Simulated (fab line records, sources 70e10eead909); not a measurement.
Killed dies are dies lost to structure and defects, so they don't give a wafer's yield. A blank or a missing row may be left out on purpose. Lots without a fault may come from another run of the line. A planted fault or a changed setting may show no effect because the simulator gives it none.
A struck lot beside a sound one | flow nand_harc | 14 steps out of a route of 1302
Sound: wafers L294.1, L294.2, L294.6. Struck: wafer L290.2. (L290.3, L290.5 of the same lot were not struck and are left out.) The cause comes at the end.
At each step with rows: each side's tool, then ch and its chambers, then its first start. Under that, the readings that differ: sound wafers | struck wafers | difference of the means | sigmas: that difference in standard deviations of wafers without a fault.
alike: readings whose means differ by less than 2 such deviations, and words and numbers that are the same on both sides. not compared: withheld readings, readings that some wafer has no value for, bounds like >300 that may hide the same value, and numbers for which the record gives no deviation and whose values overlap.
The two part at a step that has a row with sigmas, a row that says differs or no value, or rows on one side only. Numbers that don't overlap but have no deviation are shown without sigmas and don't part them. A reading that every wafer of one side lacks parts them only if that side has two wafers or more.

first, 6 steps without rows for these wafers: NHARC_A_DECK1_JOINT_CVD_34 (deposits SiNx, target thk 20 nm); NHARC_A_DECK1_JOINT_DEP_06 (deposits SiOx, target thk 80 nm); NHARC_A_DECK1_JOINT_CURE_26 (time 32 s); NHARC_A_DECK1_JOINT_ANNEAL_27 (time 3600 s); NHARC_A_DECK1_JOINT_ANNEAL_28 (time 1800 s); NHARC_A_DECK1_JOINT_ANNEAL_29 (time 1800 s).
NHARC_A_DECK1_JOINT_CMP_02: polishes SiOx.
  sound on cmp-04 ch 2,3, day 18 07:53; struck on cmp-02 ch 1, day 16 22:41
  alike: motor_current_A
then, 1 step without rows for these wafers: NHARC_A_DECK1_JOINT_SRD_15.
NHARC_A_DECK1_JOINT_DEP_16: deposits SiO2, target thk 45 nm.
  sound on pecvd-04 ch 1,2, day 18 08:17; struck on pecvd-03 ch 0, day 16 23:08
  alike: heater_power_w, throttle_valve_pct
NHARC_A_DECK1_JOINT_THK_MEAS_17: measures by ellipsometry.
  sound on film_metro-02, day 18 08:34; struck on film_metro-01, day 16 23:25
  alike: thk_nm
NHARC_A_DECK1_JOINT_INSPECT_05:
  sound on defect_inspect-01, day 18 08:36; struck on defect_inspect-01, day 16 23:27
  alike: raw_defect_count
NHARC_A_ONON_D2_DEP_00: target thk 1000 nm.
  sound on pecvd_onon-04 ch 0, day 18 08:40; struck on pecvd_onon-03 ch 0, day 16 23:34
  alike: n2_flow_sccm
NHARC_A_ONON_D2_THK_MEAS_02: measures by ellipsometry.
  sound on film_metro-02, day 18 09:11; struck on film_metro-01, day 17 00:01
  reading     | sound       | struck | difference | sigmas
  thk_nm (nm) | 981 980 984 | 893    | -89        | -11
then, 1 step without rows for these wafers: NHARC_A_ONON_D2_DEP_03 (target thk 1000 nm).

WHERE THEY PART
Only at NHARC_A_ONON_D2_THK_MEAS_02, within this record.

WHY: what the simulator had put in
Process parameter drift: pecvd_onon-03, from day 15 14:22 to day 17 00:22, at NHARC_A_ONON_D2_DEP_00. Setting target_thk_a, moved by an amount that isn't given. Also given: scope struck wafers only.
